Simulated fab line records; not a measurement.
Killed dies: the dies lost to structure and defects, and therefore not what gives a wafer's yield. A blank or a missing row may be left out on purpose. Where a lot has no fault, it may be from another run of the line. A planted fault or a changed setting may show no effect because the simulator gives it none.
Chamber matching    flow nand-harc    NHARC_A_STAIRCASE_DEP_325 on pecvd-03: 3 sister chambers
The step deposits SiO2, target thk 7200 nm. 20 wafers are shown with their chamber, then 10 later ones without.

WAFERS WITH THEIR CHAMBER
wafer   chamber  heater-power-w (W)
L074.2  1        657
L074.3  2        792
L074.6  2        660
L076.1  1        780
L076.3  0        707
L076.5  0        649
L078.2  2        712
L078.5  2        639
L078.6  0        645
L080.1  2        777
L080.2  0        676
L080.6  1        617
L081.2  1        753
L081.3  0        781
L081.5  1        626
L085.1  2        682
L085.2  1        769
L085.3  0        779
L089.1  2        797
L089.3  1        708

SIGNATURES (means of the wafers above)
reading         chamber 0  chamber 1  chamber 2  scatter within a chamber
heater-power-w  706.17     701.43     722.71     65.5
Rule: a wafer's distance from a chamber is the root of the sum, over the readings, of the square of ((its reading less the chamber's mean) divided by the reading's scatter). The wafer belongs to the nearest chamber; if the next one is less than 2 further off, it can't be placed. The scatter: the root of (the sum of the squares of (reading less its chamber's mean) over the shown wafers, divided by (wafers less chambers)).

WAFERS WHOSE CHAMBER IS MISSING
wafer   heater-power-w (W)
L089.5  643
L092.1  653
L092.5  649
L092.6  646
L093.1  661
L093.3  774
L093.6  642
L094.1  712
L094.3  792
L094.4  639

EACH ONE'S CHAMBER
wafer   from the rows above           in truth
L089.5  can't be placed: 1 or 0 or 2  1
L092.1  can't be placed: 1 or 0 or 2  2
L092.5  can't be placed: 1 or 0 or 2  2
L092.6  can't be placed: 1 or 0 or 2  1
L093.1  can't be placed: 1 or 0 or 2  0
L093.3  can't be placed: 2 or 0 or 1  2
L093.6  can't be placed: 1 or 0 or 2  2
L094.1  can't be placed: 0 or 1 or 2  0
L094.3  can't be placed: 2 or 0 or 1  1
L094.4  can't be placed: 1 or 0 or 2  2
Correct placement for 0 of the 10. Not placeable from these rows: 10 (in 10, the candidates include the true chamber). 0 placed wrongly.
